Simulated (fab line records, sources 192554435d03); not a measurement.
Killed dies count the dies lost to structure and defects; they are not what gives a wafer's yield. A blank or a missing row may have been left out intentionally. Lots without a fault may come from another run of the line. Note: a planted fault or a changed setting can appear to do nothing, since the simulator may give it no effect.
Matching of chambers / flow n5_finfet / N5_BEOL_M7_DESCUM_16 on rie_diel-05 has 4 sister chambers
The step chemistry O2, time 7.9 s. 4 wafers are shown with their chamber, then 11 later ones without.

EACH WAFER AND ITS CHAMBER
wafer=L080.4; chamber=1; showerhead_plenum_p_Torr (Torr)=1.97
wafer=L084.5; chamber=3; showerhead_plenum_p_Torr (Torr)=2.07
wafer=L084.6; chamber=2; showerhead_plenum_p_Torr (Torr)=2.07
wafer=L086.2; chamber=0; showerhead_plenum_p_Torr (Torr)=2.13

WAFERS WHOSE CHAMBER IS MISSING
wafer=L086.3; showerhead_plenum_p_Torr (Torr)=2.07
wafer=L086.4; showerhead_plenum_p_Torr (Torr)=1.97
wafer=L090.1; showerhead_plenum_p_Torr (Torr)=2.13
wafer=L090.2; showerhead_plenum_p_Torr (Torr)=1.97
wafer=L090.4; showerhead_plenum_p_Torr (Torr)=2.07
wafer=L092.1; showerhead_plenum_p_Torr (Torr)=2.06
wafer=L092.2; showerhead_plenum_p_Torr (Torr)=2.06
wafer=L092.3; showerhead_plenum_p_Torr (Torr)=2.12
wafer=L094.2; showerhead_plenum_p_Torr (Torr)=2.06
wafer=L094.3; showerhead_plenum_p_Torr (Torr)=2.12
wafer=L094.4; showerhead_plenum_p_Torr (Torr)=2.06

EACH ONE'S CHAMBER
wafer=L086.3; from the rows above=can't be placed: 2 or 3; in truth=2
wafer=L086.4; from the rows above=1; in truth=1
wafer=L090.1; from the rows above=0; in truth=0
wafer=L090.2; from the rows above=1; in truth=1
wafer=L090.4; from the rows above=can't be placed: 2 or 3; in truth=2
wafer=L092.1; from the rows above=can't be placed: 2 or 3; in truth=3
wafer=L092.2; from the rows above=can't be placed: 2 or 3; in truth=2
wafer=L092.3; from the rows above=0; in truth=0
wafer=L094.2; from the rows above=can't be placed: 2 or 3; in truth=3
wafer=L094.3; from the rows above=0; in truth=0
wafer=L094.4; from the rows above=can't be placed: 2 or 3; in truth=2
5 of 11 placed correctly. Not placeable from these rows: 6 (in 6, the candidates include the true chamber). 0 placed wrongly.
How it was worked out, from the rows above alone: a wafer's distance from a chamber is the root of the sum, over the readings, of the square of ((its reading less the chamber's mean) divided by the reading's scatter). The wafer belongs to the nearest chamber; if the next one is less than 2 further off, it can't be placed. A chamber's mean is the mean of its shown wafers. The scatter (one wafer shown for each chamber): square how far every hidden wafer sits from the nearest shown wafer, average those squares and take the square root.
